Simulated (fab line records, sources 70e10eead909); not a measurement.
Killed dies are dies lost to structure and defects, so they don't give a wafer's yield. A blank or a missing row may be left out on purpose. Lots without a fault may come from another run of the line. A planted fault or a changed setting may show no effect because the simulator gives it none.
Chamber matching | flow nand_harc | NHARC_P_BONDPAD_CMP_32 on cmp-03: 4 sister chambers
The step polishes SiCN, target thk 200 nm. 14 wafers are shown with their chamber, then 7 later ones without.

WAFERS WITH THEIR CHAMBER
wafer  | chamber | motor_current_A (A) | retaining_ring_pressure_frac
L079.1 | 0       | 11.8                | 0.996
L079.4 | 1       | 11.3                | 1.004
L079.6 | 2       | 12.7                | 1.009
L083.2 | 2       | 13.7                | 1.007
L083.3 | 0       | 11.8                | 1.005
L083.4 | 3       | 10.8                | 1.001
L085.1 | 3       | 10.9                | 0.997
L085.3 | 0       | 12.4                | 0.998
L085.6 | 3       | 11.0                | 1.001
L090.2 | 3       | 11.0                | 1.015
L090.3 | 1       | 11.0                | 1.001
L090.6 | 0       | 11.7                | 1.012
L092.3 | 3       | 11.5                | 1.006
L092.5 | 2       | 13.1                | 0.998

SIGNATURES (means of the wafers above)
reading                      | chamber 0 | chamber 1 | chamber 2 | chamber 3 | scatter within a chamber
motor_current_A              | 11.925    | 11.150    | 13.167    | 11.040    | 0.339
retaining_ring_pressure_frac | 1.00275   | 1.00250   | 1.00467   | 1.00400   | 0.00651
Rule: a wafer's distance from a chamber is the root of the sum, over the readings, of the square of ((its reading less the chamber's mean) divided by the reading's scatter). The wafer belongs to the nearest chamber; if the next one is less than 2 further off, it can't be placed. The scatter: the root of (the sum of the squares of (reading less its chamber's mean) over the shown wafers, divided by (wafers less chambers)).

WAFERS WITHOUT THEIR CHAMBER
wafer  | motor_current_A (A) | retaining_ring_pressure_frac
L092.6 | 11.4                | 1.001
L093.1 | 13.6                | 0.998
L093.4 | 11.0                | 0.993
L093.5 | 12.7                | 1.003
L094.4 | 14.0                | 0.997
L094.5 | 11.1                | 1.006
L094.6 | 11.8                | 1.006

WHICH CHAMBER EACH WENT THROUGH
wafer  | from the rows above          | in truth
L092.6 | can't be placed: 1 or 3 or 0 | 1
L093.1 | 2                            | 2
L093.4 | can't be placed: 1 or 3 or 0 | 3
L093.5 | can't be placed: 2 or 0      | 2
L094.4 | 2                            | 2
L094.5 | can't be placed: 3 or 1      | 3
L094.6 | can't be placed: 0 or 1 or 3 | 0
Placed correctly: 2 of 7. Can't be placed from these rows: 5 (the true chamber is among the candidates in 5). Placed wrongly: 0.
